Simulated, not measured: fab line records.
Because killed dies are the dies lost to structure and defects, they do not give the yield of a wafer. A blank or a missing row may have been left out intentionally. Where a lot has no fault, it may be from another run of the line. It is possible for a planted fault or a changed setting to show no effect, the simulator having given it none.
Shared-tool check ; flow nandHarc ; Lots sampled 12, wafers sampled 36

## REASON IT WAS OPENED
At NHARC_P_GATE_CD_MEAS_46 the reading cdNm is flagged on 1 of 12 lots. Wafers without a fault read 719.8 nm, standard deviation 1.9.
Rule: flag the lot when none of its wafers has a number, or when each of its wafers that has one lies beyond 4 standard deviations from that mean. The other lots count as sound.

lot;measured;on;cdNm (nm), wafer by wafer;flag
L126;day 5 18:51;cdSem-03;723.1 724.2 723.5;
L127;day 6 10:17;cdSem-02;721.2 719.8 720.6;
L131;day 8 03:07;cdSem-03;718.9 717.8 719.5;
L132;day 8 11:02;cdSem-02;720.3 720.3 719.5;
L134;day 9 14:26;cdSem-02;719.8 719.8 720.6;
L135;day 9 16:31;cdSem-03;719.0 718.1 719.0;
L136;day 10 11:27;cdSem-03;620.7 620.7 623.7;FLAGGED
L138;day 11 11:04;cdSem-01;716.3 717.9 718.4;
L145;day 13 21:27;cdSem-03;719.5 719.3 719.1;
L146;day 14 08:08;cdSem-01;721.6 721.3 721.7;
L147;day 14 14:52;cdSem-03;718.2 721.1 718.0;
L148;day 15 00:46;cdSem-02;722.9 723.3 723.1;
The numbers of the flagged lots are 621.7 nm on average: -98.1 nm against the usual, or -52 standard deviations.

## WHICH TOOL EACH LOT WENT THROUGH
Before the reading, the record contains 2 process steps out of a 1302-step route. Each cell gives the tool, then ch followed by the chambers the sampled wafers passed through, then the start.
lot;flag;NHARC_P_GATE_ETCH_32;NHARC_P_GATE_EXPOSE_43
L126;;rieSi-01 ch 0,1,3, day 5 05:33;krfScanner-04 ch 0, day 5 18:42
L127;;rieSi-04 ch 1,2, day 5 20:48;krfScanner-04 ch 0, day 6 10:07
L131;;rieSi-04 ch 1,2,3, day 7 13:38;krfScanner-03 ch 0, day 8 02:58
L132;;rieSi-03 ch 0,2,3, day 7 23:48;krfScanner-04 ch 0, day 8 10:53
L134;;rieSi-04 ch 0,1,2, day 9 03:00;krfScanner-03 ch 0, day 9 14:17
L135;;rieSi-04 ch 2,3, day 9 05:22;krfScanner-03 ch 0, day 9 16:21
L136;FLAGGED;rieSi-01 ch 0,1,3, day 10 00:07;krfScanner-01 ch 0, day 10 11:17
L138;;rieSi-04 ch 0,1,2, day 10 23:41;krfScanner-04 ch 0, day 11 10:54
L145;;rieSi-03 ch 1,3, day 13 10:09;krfScanner-03 ch 0, day 13 21:18
L146;;rieSi-01 ch 2,3, day 13 20:44;krfScanner-01 ch 0, day 14 07:58
L147;;rieSi-03 ch 2,3, day 14 03:31;krfScanner-04 ch 0, day 14 14:43
L148;;rieSi-04 ch 0,2, day 14 13:25;krfScanner-01 ch 0, day 15 00:36
These steps, and what they do:
- NHARC_P_GATE_ETCH_32: etches the open film in HBr/Cl2, target depth 150 nm, time 100.1 s.
- NHARC_P_GATE_EXPOSE_43: exposes mask P NSD, target cd 720 nm.
- NHARC_P_GATE_CD_MEAS_46: target cd 720 nm.

## FLAGGED AGAINST TOTAL, ONE TOOL AT A TIME (gauges that did the reading follow at the end)
step;tool;lots run;flagged;share of the flagged lots;sound lots run after its first flagged lot
NHARC_P_GATE_ETCH_32;rieSi-01;3;1;all;1 (L146)
NHARC_P_GATE_ETCH_32;rieSi-03;3;0;none;-
NHARC_P_GATE_ETCH_32;rieSi-04;6;0;none;-
NHARC_P_GATE_EXPOSE_43;krfScanner-01;3;1;all;2 (L146,L148)
NHARC_P_GATE_EXPOSE_43;krfScanner-03;4;0;none;-
NHARC_P_GATE_EXPOSE_43;krfScanner-04;5;0;none;-
NHARC_P_GATE_CD_MEAS_46;cdSem-01;2;0;none;-
NHARC_P_GATE_CD_MEAS_46;cdSem-02;4;0;none;-
NHARC_P_GATE_CD_MEAS_46;cdSem-03;6;1;all;2 (L145,L147)

## WHAT IS ALLOWED BY THE TABLE
Rows of the table that ran every flagged lot, 3 in all: rieSi-01 at NHARC_P_GATE_ETCH_32, krfScanner-01 at NHARC_P_GATE_EXPOSE_43, cdSem-03 at NHARC_P_GATE_CD_MEAS_46.
- rieSi-01 at NHARC_P_GATE_ETCH_32 ran 3 lots, 1 of them flagged. Sound lots ran on it after the first flagged one (L146), which a lasting fault on the whole tool wouldn't allow.
- krfScanner-01 at NHARC_P_GATE_EXPOSE_43 ran 3 lots, 1 of them flagged. Sound lots ran on it after the first flagged one (L146, L148), which a lasting fault on the whole tool wouldn't allow.
- cdSem-03 at NHARC_P_GATE_CD_MEAS_46 ran 6 lots, 1 of them flagged. Sound lots ran on it after the first flagged one (L145, L147), which a lasting fault on the whole tool wouldn't allow.
There is no row in the table that ran each flagged lot and no sound lot after the first.

## WHAT WAS PUT IN BY THE SIMULATOR
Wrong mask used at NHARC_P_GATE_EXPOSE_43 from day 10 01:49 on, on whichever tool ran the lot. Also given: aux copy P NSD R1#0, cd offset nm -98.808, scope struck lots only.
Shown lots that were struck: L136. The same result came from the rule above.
